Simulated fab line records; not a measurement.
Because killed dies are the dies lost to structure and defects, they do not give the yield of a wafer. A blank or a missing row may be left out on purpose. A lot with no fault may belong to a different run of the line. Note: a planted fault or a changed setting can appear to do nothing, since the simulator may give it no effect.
Which tool did it? -- flow nandHarc -- Sampling: 12 lots, 36 wafers, 4 of 1159 route steps

## WHAT EACH GAUGE READ, for each wafer
NHARC_A_STAIRCASE_INSPECT_155.
lot,measured,on,rawDefectCount
L077,day 14 07:07,defectInspect-01,319 148 285
L076,day 14 07:17,defectInspect-01,166 249 271
L079,day 14 21:07,defectInspect-02,327 449 237
L082,day 15 12:44,defectInspect-02,238 351 394
L084,day 16 03:59,defectInspect-01,295 202 311
L087,day 17 00:01,defectInspect-01,224 187 203
L088,day 17 08:26,defectInspect-01,287 381 503
L089,day 17 08:46,defectInspect-02,215 214 348
L091,day 17 20:22,defectInspect-02,264 344 432
L093,day 18 07:49,defectInspect-01,532 443 316
L095,day 18 21:48,defectInspect-02,289 177 313
L096,day 19 18:55,defectInspect-02,504 349 331

## WHAT TOOL EACH LOT RAN ON (gives the tool, then ch and the chambers of the sampled wafers, and finally the start)
lot,NHARC_A_STAIRCASE_ETCH_315,NHARC_A_STAIRCASE_ALD_420,NHARC_A_STAIRCASE_STRIP_446
L077,"rieDiel-04 ch 1,2, day 12 15:11 or earlier","aldHk-02 ch 1,2, day 12 15:11","plasmaAsher-02 ch 0,1, day 14 04:31"
L076,"rieDiel-01 ch 0,3, day 12 20:18 or earlier","aldHk-01 ch 1,3, day 12 20:18","plasmaAsher-01 ch 0,1, day 14 04:36"
L079,"rieDiel-08 ch 0,2, day 13 06:52 or earlier","aldHk-02 ch 0,2,3, day 13 06:52","plasmaAsher-02 ch 0,1, day 14 18:32"
L082,"rieDiel-01 ch 2,3, day 13 21:05 or earlier","aldHk-03 ch 0,2, day 13 21:05","plasmaAsher-01 ch 1, day 15 10:05"
L084,"rieDiel-08 ch 0,2, day 14 09:32 or earlier","aldHk-03 ch 1,2,3, day 14 09:32","plasmaAsher-01 ch 1, day 16 01:19"
L087,"rieDiel-08 ch 0,2, day 15 11:43 or earlier","aldHk-01 ch 0,1,2, day 15 11:43","plasmaAsher-02 ch 1, day 16 21:08"
L088,"rieDiel-04 ch 0,1, day 15 15:40 or earlier","aldHk-02 ch 0,1,2, day 15 15:40","plasmaAsher-02 ch 0,1, day 17 05:52"
L089,"rieDiel-08 ch 0,3, day 15 18:20 or earlier","aldHk-02 ch 0,1, day 15 18:20","plasmaAsher-02 ch 1, day 17 06:05"
L091,"rieDiel-01 ch 0,1,2, day 16 08:18 or earlier","aldHk-03 ch 0,3, day 16 08:18","plasmaAsher-02 ch 0,1, day 17 17:35"
L093,"rieDiel-08 ch 0,2,3, day 16 19:47 or earlier","aldHk-03 ch 0,1,3, day 16 19:47","plasmaAsher-02 ch 0,1, day 18 05:11"
L095,"rieDiel-04 ch 0,1,3, day 17 04:30 or earlier","aldHk-02 ch 1,2, day 17 04:30","plasmaAsher-01 ch 0,1, day 18 19:11"
L096,"rieDiel-08 ch 0,1, day 18 02:37 or earlier","aldHk-02 ch 0,1,2, day 18 02:37","plasmaAsher-01 ch 0,1, day 19 16:07"
- NHARC_A_STAIRCASE_ETCH_315: etches the open film in C4F8/O2/Ar, target depth 2500 nm, time 607.1 s.
- NHARC_A_STAIRCASE_ALD_420: deposits SiO2, target thk 20 nm, pulse time 6 s, ald cycles 200.
- NHARC_A_STAIRCASE_STRIP_446: strips in O2.

## THE ANSWER, worked out from the rows above alone
Rule: the lots themselves supply what counts as usual. Put in order of their means at a reading, lots are off if they are a third of the lots or fewer, leave a main group of 4 or more, and stand apart from it by a gap of 3 or more times the standard deviation of the main group's means; of several such gaps the widest counts. If all means in a main group match to the digits the tables above print for the reading, that group is not used. A lot without any number at a reading at which 4 lots or more have one is off too. All remaining lots with rows at the step are treated as sound.
No lot is off at any reading shown: from this, nothing can be told.

## WHAT THE SIMULATOR HAD PUT IN
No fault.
